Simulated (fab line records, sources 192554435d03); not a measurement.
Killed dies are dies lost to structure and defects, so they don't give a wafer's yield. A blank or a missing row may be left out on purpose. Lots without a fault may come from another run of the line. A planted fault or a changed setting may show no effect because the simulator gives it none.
Which tool did it? | flow n5_finfet | 24 lots, 72 wafers sampled, at 1 step of a route of 1938

WHAT THE GAUGES READ, wafer by wafer
N5_BEOL_M1_INSPECT_30: inspects for defects (brightfield).
lot  | measured     | on                | raw_defect_count
L074 | day 6 06:42  | defect_inspect-01 | 391 363 417
L075 | day 6 10:53  | defect_inspect-02 | 326 407 274
L076 | day 6 11:43  | defect_inspect-01 | 556 322 605
L077 | day 6 20:28  | defect_inspect-01 | 337 318 480
L078 | day 7 07:02  | defect_inspect-01 | 510 406 399
L079 | day 7 09:50  | defect_inspect-01 | 391 521 376
L080 | day 7 18:29  | defect_inspect-01 | 486 466 389
L081 | day 7 23:12  | defect_inspect-01 | 363 501 470
L082 | day 8 07:32  | defect_inspect-02 | 271 265 261
L083 | day 8 10:17  | defect_inspect-02 | 290 270 309
L084 | day 8 12:55  | defect_inspect-01 | 444 429 462
L085 | day 8 21:17  | defect_inspect-02 | 482 373 506
L086 | day 9 09:04  | defect_inspect-02 | 409 252 306
L087 | day 9 09:29  | defect_inspect-02 | 426 478 325
L088 | day 9 15:02  | defect_inspect-02 | 285 421 379
L089 | day 9 21:51  | defect_inspect-01 | 494 635 750
L090 | day 10 02:45 | defect_inspect-02 | 392 319 334
L091 | day 10 06:19 | defect_inspect-01 | 483 446 359
L093 | day 11 10:28 | defect_inspect-02 | 396 457 400
L092 | day 11 11:08 | defect_inspect-02 | 267 405 308
L094 | day 11 13:13 | defect_inspect-02 | 302 376 373
L095 | day 11 14:37 | defect_inspect-01 | 504 560 558
L096 | day 11 16:59 | defect_inspect-02 | 564 447 682
L097 | day 12 03:56 | defect_inspect-02 | 356 470 493

WHICH TOOL RAN EACH LOT (tool, then ch and the chambers of the sampled wafers, then the start)
The record holds no process step before these readings.

WHAT THE TOOLS THEMSELVES READ (means of the sampled wafers that have a number; where no wafer has one, the mark that the record gives instead)
The record holds no such reading with a usual standard deviation.

THE ANSWER, worked out from the rows above alone
Rule: what is usual is taken from the lots themselves. Put in order of their means at a reading, lots are off if they are a third of the lots or fewer, leave a main group of 4 or more, and stand apart from it by a gap of 3 or more times the standard deviation of the main group's means; of several such gaps the widest counts. A main group whose means are all the same, to the digits that the tables above print for the reading, isn't used. A lot without any number at a reading at which 4 lots or more have one is off too. The other lots that the step has rows for count as sound. The gauges are gone through in route order, then the tools' own readings, and for those a lot's mean is taken as printed above. The first step at which some lot is off is used, and at that step the reading that is off furthest; a lot without a number counts as furthest.
No lot is off at any reading shown: from this, nothing can be told.

WHAT THE SIMULATOR HAD PUT IN
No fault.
